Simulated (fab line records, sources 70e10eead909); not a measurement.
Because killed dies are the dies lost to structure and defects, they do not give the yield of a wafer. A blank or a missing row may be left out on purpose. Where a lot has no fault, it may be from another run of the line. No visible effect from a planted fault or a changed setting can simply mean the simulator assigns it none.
fab line records	flow nand-harc
record: lots: 12	wafers: 36	last-day: 33
route steps=1302 shown A_CHANNEL_HOLE_D1@472 A_CHANNEL_FILL_D1@496 A_DECK1_JOINT@542 A_ONON_D2@550
lots that met no fault: from a run of the same line without faults
start-h: the number of hours between the record's first day and the start of the first shown wafer of the lot	wait-h: how many hours have passed since the lot's step before this one	" same as the row above	L1.1+2: a single row standing in for several wafers	- value missing, or start not given	* or withheld: withheld	< > ~ a bound
route shown NAME@n: names a module that has steps shown in the file, with the first one's number in the route	usual: average and standard deviation across the fault-free wafers	same: alike in all rows	chamber/n: place in a boat	sites: the reading at each site	_std_site: standard deviation of those values	_edge_site: outer sites' mean less inner sites'	radius-mm: for every site, how far away it sits from the centre of the wafer	mask NAME#n: copy n	behind: tool/chamber where the wafer was last shaped	hold: why the lot was held/for how many hours/how that ended	device: the n, p or np transistor that did not switch	end of line: tests run on the same wafers once the route is complete	for a step that has no rows: nothing shown but its recipe	killed: at the first sort, the dies lost to defects and structure; wafer yield is something else	map: the dies of a wafer, with x for killed, . for not killed, _ for no die there
set.NAME: the setting the step ran with; set.NAME@STEP: the setting that earlier step ran with	model.NAME: the simulator's own value behind a step, which no gauge read
a sample of lots followed through the steps of the route, with each step as a table and each wafer as a row
services: a tool's chamber out of use, with start hour (start-h, from the record's first day; less than 0 if before it), hours out, and reason
== steps ==
step: NHARC_A_CHANNEL_HOLE_D1_ETCH_20
recipe: bias-v: 3000	source-w: withheld	pressure-mtorr: 20	time-s: 361.9	ar-flow-sccm: 375	c4f8-flow-sccm: 89.3	o2-flow-sccm: 35.7	temp-c: -20	target-depth-a: 16000	chemistry: C4F8/O2/Ar
usual: drypump-motor-current-A: 5.72/0.15	showerhead-plenum-p-Torr: 3.59/0.097	throttle-valve-pct: 32.155/0.0089
lot.wafer	tool	chamber	start-h	wait-h	drypump-motor-current-A	rf-hours-counter-h	showerhead-plenum-p-Torr	throttle-valve-pct
L182.1	har-etch-02	1	183.76	0.1	5.97	306	3.76	32.150
L182.4	"	0	"	"	5.78	-	3.51	32.156
L182.6	"	1	"	"	5.95	-	3.76	32.151
L186.3	har-etch-01	0	225.86	0.2	5.57	-	3.54	32.162
L186.5	"	1	"	"	5.62	-	3.66	32.145
L186.6	"	0	"	"	5.58	-	3.54	32.148
L189.2	har-etch-01	1	249.86	0.1	5.58	126	3.65	32.152
L189.6	"	1	"	"	5.58	-	3.65	32.160
L189.5	"	0	"	"	5.59	-	3.54	32.142
L190.1	har-etch-02	1	266.19	0.1	5.94	347	3.74	32.161
L190.2	"	0	"	"	5.76	332	3.49	32.159
L190.4	"	1	"	"	5.91	-	3.74	32.163
L191.2	har-etch-01	1	280.18	0.1	5.59	145	3.64	32.142
L191.1	"	0	"	"	5.59	145	3.53	32.162
L191.3	"	0	"	"	5.57	-	3.53	32.166
L192.2	har-etch-02	1	287.04	0.1	5.97	363	3.73	32.158
L192.3	"	1	"	"	5.97	-	3.73	32.138
L192.6	"	1	"	"	5.97	-	3.73	32.168
L200.1	har-etch-02	1	360.67	0.1	5.96	409	3.70	32.162
L200.4	"	0	"	"	5.78	-	3.46	32.162
L200.3	"	1	"	"	5.97	-	3.70	32.162
L199.1	har-etch-01	0	360.83	0.1	5.57	195	3.50	32.151
L199.2	"	1	"	"	5.58	195	3.61	32.147
L199.3	"	0	"	"	5.59	-	3.50	32.156
L201.2	har-etch-02	0	367.62	0.1	5.77	398	3.46	32.152
L201.1	"	1	"	"	5.97	413	3.70	32.158
L201.4	"	1	"	"	5.95	-	3.70	32.161
L202.1	har-etch-01	0	386.12	0.1	5.59	203	3.50	32.158
L202.2	"	1	"	"	5.60	203	3.61	32.159
L202.5	"	1	"	"	5.59	-	3.61	32.145
L203.3	har-etch-01	0	398.11	0.2	5.59	-	3.49	32.148
L203.4	"	1	"	"	5.62	-	3.60	32.164
L203.6	"	0	"	"	5.59	-	3.49	32.161
L205.2	har-etch-01	0	406.39	0.1	5.58	222	3.49	32.150
L205.5	"	1	"	"	5.60	-	3.60	32.154
L205.6	"	0	"	"	5.57	-	3.49	32.158
step: NHARC_A_CHANNEL_FILL_D1_ALD_16
recipe: target-thk-a: 15	pulse-time-s: 10	ald-cycles: 15	temp-c: 300	material: SiO2
usual: heater-power-w: 481/39	precursor-pulse-height-rel: 1.002/0.019
lot.wafer	tool	chamber	start-h	wait-h	heater-power-w	precursor-pulse-height-rel
L182.1	ald-hk-04	3	201.71	0.0	442	0.992
L182.4	"	1	"	"	453	1.020
L182.6	"	3	"	"	440	0.979
L186.3	ald-hk-03	2	243.69	0.1	474	0.975
L186.6	"	3	"	"	480	0.991
L186.5	"	0	"	"	460	1.026
L189.2	ald-hk-02	0	268.19	0.3	553	1.000
L189.5	"	0	"	"	544	0.987
L189.6	"	1	"	"	501	0.997
L190.2	ald-hk-02	2	285.23	0.1	455	1.002
L190.4	"	0	"	"	539	1.049
L190.1	"	1	"	"	498	1.008
L191.3	ald-hk-03	3	298.37	0.0	466	1.010
L191.2	"	0	"	"	465	1.016
L191.1	"	2	"	"	473	1.006
L192.2	ald-hk-04	0	304.91	0.1	525	0.984
L192.3	"	1	"	"	442	1.007
L192.6	"	0	"	"	537	1.008
L199.2	ald-hk-02	0	378.59	0.0	553	0.979
L199.1	"	1	"	"	502	0.997
L199.3	"	3	"	"	429	1.025
L200.1	ald-hk-04	2	378.60	0.0	473	1.003
L200.4	"	0	"	"	523	1.013
L200.3	"	1	"	"	455	1.005
L201.1	ald-hk-02	3	385.61	0.1	430	1.017
L201.2	"	0	"	"	542	0.996
L201.4	"	2	"	"	487	1.012
L202.1	ald-hk-02	2	406.55	2.4	487	1.011
L202.2	"	3	"	"	432	1.026
L202.5	"	1	"	"	536	1.030
L203.4	ald-hk-03	2	418.69	0.0	521	0.996
L203.3	"	3	"	"	471	0.981
L203.6	"	3	"	"	472	1.003
L205.2	ald-hk-04	1	424.69	0.1	445	1.019
L205.6	"	2	"	"	475	1.019
L205.5	"	3	"	"	465	1.029
step: NHARC_A_DECK1_JOINT_DEP_16
recipe: target-thk-a: 450	temp-c: 400	pressure-torr: 6.5	rf-w: 900	teos-flow-sccm: 161.4	flow-sccm: 2650	target-thk-nm: 45	gas: O2	material: SiO2
usual: flow-sccm: 2648/8.3	heater-power-w: 529/88	rf-fwd-power-W: 896.0/2.9	showerhead-vpp-V: 1848/130	throttle-valve-pct: 15.8/0.64
lot.wafer	tool	chamber	start-h	wait-h	flow-sccm	heater-power-w	rf-fwd-power-W	showerhead-vpp-V	throttle-valve-pct
L182.1	pecvd-01	1	289.09	0.1	2647	487	894.1	1790	16.3
L182.6	"	2	"	"	2656	624	892.5	2027	16.7
L182.4	"	0	"	"	2644	742	898.2	2044	15.7
L186.3	pecvd-02	2	320.14	0.1	2643	501	900.0	1827	15.3
L186.5	"	1	"	"	2654	579	898.5	1908	16.5
L186.6	"	0	"	"	2657	409	897.3	1660	15.3
L189.2	pecvd-04	0	338.44	0.1	2652	611	894.0	1715	15.5
L189.5	"	1	"	"	2645	437	897.9	1758	14.6
L189.6	"	2	"	"	2660	429	896.0	1980	16.0
L190.2	pecvd-02	1	356.74	0.1	2654	531	898.4	1953	16.6
L190.1	"	0	"	"	2643	431	893.4	1638	15.4
L190.4	"	1	"	"	2657	534	896.1	1943	16.5
L191.1	pecvd-02	2	374.19	0.1	2666	508	894.1	1866	15.5
L191.2	"	0	"	"	2655	438	891.9	1628	15.4
L191.3	"	1	"	"	2661	546	893.4	1914	16.6
L192.3	pecvd-02	0	376.67	0.1	2644	426	894.3	1655	15.5
L192.2	"	1	"	"	2651	638	891.6	1931	16.3
L192.6	"	2	"	"	2644	472	900.1	1826	15.2
L199.1	pecvd-01	0	451.64	0.1	2653	606	1256.8	2374	15.6
L199.3	"	1	"	"	2646	369	1258.1	2089	16.6
L199.2	"	2	"	"	2645	502	1256.3	2436	17.1
L200.3	pecvd-01	1	451.84	0.3	2648	403	1259.2	2131	16.4
L200.1	"	2	"	"	2638	477	1255.3	2384	16.9
L200.4	"	1	"	"	2653	398	1256.0	2084	16.5
L201.2	pecvd-01	1	469.64	0.1	2642	450	1252.4	2106	16.8
L201.1	"	2	"	"	2647	522	1258.8	2385	17.0
L201.4	"	1	"	"	2642	451	1257.5	2117	16.4
L202.1	pecvd-02	0	479.25	0.1	2641	436	893.3	1613	15.5
L202.2	"	1	"	"	2659	510	896.9	1955	15.9
L202.5	"	0	"	"	2658	465	892.4	1670	15.2
L203.3	pecvd-04	2	496.51	0.2	2637	491	889.7	1962	16.3
L203.6	"	2	"	"	2647	497	896.2	1944	16.4
L203.4	"	0	"	"	2635	650	895.1	1748	15.5
L205.2	pecvd-02	1	496.58	0.3	2652	553	901.1	1917	16.0
L205.6	"	0	"	"	2648	458	895.9	1614	15.6
L205.5	"	1	"	"	2653	557	897.3	1945	16.2
step: NHARC_A_DECK1_JOINT_THK_MEAS_17
recipe: thk-meas-gauge: ellipsometry
usual: thk-nm: 44.8/1.1
lot.wafer	tool	chamber	start-h	wait-h	hold	thk-nm
L182.1	film-metro-01	-	289.37	0.2	-	45.7
L182.4	"	-	"	"	-	44.5
L182.6	"	-	"	"	-	46.3
L186.3	film-metro-01	-	320.39	0.2	-	43.5
L186.5	"	-	"	"	-	44.5
L186.6	"	-	"	"	-	44.6
L189.2	film-metro-01	-	338.67	0.2	-	42.6
L189.5	"	-	"	"	-	45.8
L189.6	"	-	"	"	-	45.3
L190.1	film-metro-01	-	357.02	0.2	-	44.4
L190.2	"	-	"	"	-	45.9
L190.4	"	-	"	"	-	44.0
L191.1	film-metro-01	-	374.47	0.3	-	41.6
L191.2	"	-	"	"	-	45.7
L191.3	"	-	"	"	-	42.2
L192.2	film-metro-01	-	376.95	0.2	-	43.8
L192.3	"	-	"	"	-	44.4
L192.6	"	-	"	"	-	45.1
L199.1	film-metro-02	-	451.92	0.3	await-dispo/0.2h/release	48.9
L199.2	"	-	"	"	await-dispo/0.2h/release	49.9
L199.3	"	-	"	"	await-dispo/0.2h/release	48.4
L199.1	film-metro-02	-	452.09	0.2	-	49.6
L199.2	"	-	"	"	-	48.1
L199.3	"	-	"	"	-	48.3
L200.1	film-metro-01	-	452.09	0.2	await-dispo/0.2h/release	50.0
L200.3	"	-	"	"	await-dispo/0.2h/release	48.2
L200.4	"	-	"	"	await-dispo/0.2h/release	51.3
L200.1	film-metro-01	-	452.26	0.2	-	50.6
L200.3	"	-	"	"	-	50.5
L200.4	"	-	"	"	-	49.7
L201.1	film-metro-02	-	469.92	0.2	await-dispo/0.2h/release	47.5
L201.2	"	-	"	"	await-dispo/0.2h/release	48.1
L201.4	"	-	"	"	await-dispo/0.2h/release	49.9
L201.1	film-metro-02	-	470.09	0.2	-	47.6
L201.2	"	-	"	"	-	48.8
L201.4	"	-	"	"	-	49.5
L202.1	film-metro-01	-	479.62	0.3	-	45.0
L202.2	"	-	"	"	-	43.9
L202.5	"	-	"	"	-	44.2
L203.3	film-metro-02	-	496.76	0.2	-	45.0
L203.4	"	-	"	"	-	46.2
L203.6	"	-	"	"	-	44.4
L205.2	film-metro-02	-	496.91	0.3	-	43.9
L205.5	"	-	"	"	-	44.9
L205.6	"	-	"	"	-	46.6
step: NHARC_A_ONON_D2_THK_MEAS_08
recipe: thk-meas-gauge: ellipsometry
usual: thk-nm: 999/8.7
lot.wafer	tool	chamber	start-h	wait-h	thk-nm
L182.1	film-metro-01	-	291.11	-	987
L182.4	"	-	"	"	987
L182.6	"	-	"	"	988
L186.3	film-metro-01	-	322.13	-	990
L186.5	"	-	"	"	990
L186.6	"	-	"	"	991
L189.2	film-metro-01	-	340.41	-	994
L189.5	"	-	"	"	992
L189.6	"	-	"	"	993
L190.1	film-metro-01	-	358.76	-	1009
L190.2	"	-	"	"	1009
L190.4	"	-	"	"	1008
L191.1	film-metro-01	-	376.22	-	1015
L191.2	"	-	"	"	1015
L191.3	"	-	"	"	1015
L192.2	film-metro-01	-	378.69	-	1003
L192.3	"	-	"	"	1002
L192.6	"	-	"	"	1004
L200.1	film-metro-01	-	455.90	-	1007
L200.3	"	-	"	"	1007
L200.4	"	-	"	"	1005
L199.1	film-metro-01	-	456.30	-	999
L199.2	"	-	"	"	998
L199.3	"	-	"	"	999
L201.1	film-metro-02	-	474.98	-	1002
L201.2	"	-	"	"	1005
L201.4	"	-	"	"	1003
L202.1	film-metro-01	-	481.38	-	986
L202.2	"	-	"	"	985
L202.5	"	-	"	"	987
L203.3	film-metro-01	-	498.50	-	1001
L203.4	"	-	"	"	999
L203.6	"	-	"	"	1000
L205.2	film-metro-01	-	498.63	-	1006
L205.5	"	-	"	"	1006
L205.6	"	-	"	"	1005
== services ==
tool	chamber	start-h	hours	kind
ald-hk-02	-	170.00	10.0	pm
ald-hk-03	-	218.85	10.0	pm
pecvd-02	-	227.37	13.0	pm
pecvd-02	0	227.37	13.0	vent-cycle
pecvd-02	1	227.37	13.0	vent-cycle
pecvd-02	2	227.37	13.0	vent-cycle
pecvd-04	1	230.66	6.3	repair
har-etch-01	-	248.26	1.4	repair
ald-hk-04	-	254.87	10.0	pm
pecvd-04	-	269.22	13.0	pm
ald-hk-04	-	286.07	4.4	repair
pecvd-01	-	308.66	0.9	repair
pecvd-01	-	311.45	13.0	pm
pecvd-02	-	337.71	0.2	repair
pecvd-01	2	344.35	11.9	repair
ald-hk-02	-	348.00	10.0	pm
har-etch-02	-	377.00	17.0	pm
pecvd-04	-	383.17	1.3	repair
pecvd-02	2	384.12	186.0	repair
pecvd-02	-	408.37	13.0	pm
pecvd-04	0	424.12	5.8	repair
har-etch-02	-	441.44	0.3	repair
pecvd-04	-	450.22	13.0	pm
pecvd-01	-	492.45	13.0	pm
== key ==
first-sign: step: NHARC_A_DECK1_JOINT_DEP_16	reading: rf-fwd-power-W	direction: up	sigmas: 99+	usual: *	struck: *
effect: step: NHARC_A_DECK1_JOINT_DEP_16	reading: showerhead-vpp-V	direction: up	sigmas: 2.9	usual: 1848	struck: 2234
effect: step: NHARC_A_DECK1_JOINT_THK_MEAS_17	reading: visit	direction: added
met-at NHARC_A_DECK1_JOINT_DEP_16
struck-lots L199,L200,L201
tester-left-out L199,L200,L201
not-acting-at NHARC_A_CHANNEL_HOLE_D1_ETCH_20,NHARC_A_CHANNEL_FILL_D1_ALD_16,NHARC_A_ONON_D2_THK_MEAS_08
fault: kind: process-parameter-drift	tool: pecvd-01	chamber: -	onset-h: 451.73	steps: NHARC_A_DECK1_JOINT_DEP_16	channel: rf-w	offset: *	shape: step	end-h: 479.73	acts-in: *	stated: *
tester-left-out: of these lots the tester's yield and bins aren't shown, on N5 and GAA mostly nor the transistor test; their killed dies are dies lost to structure and defects alone, not to doping, threshold or leakage, so they don't give the yield
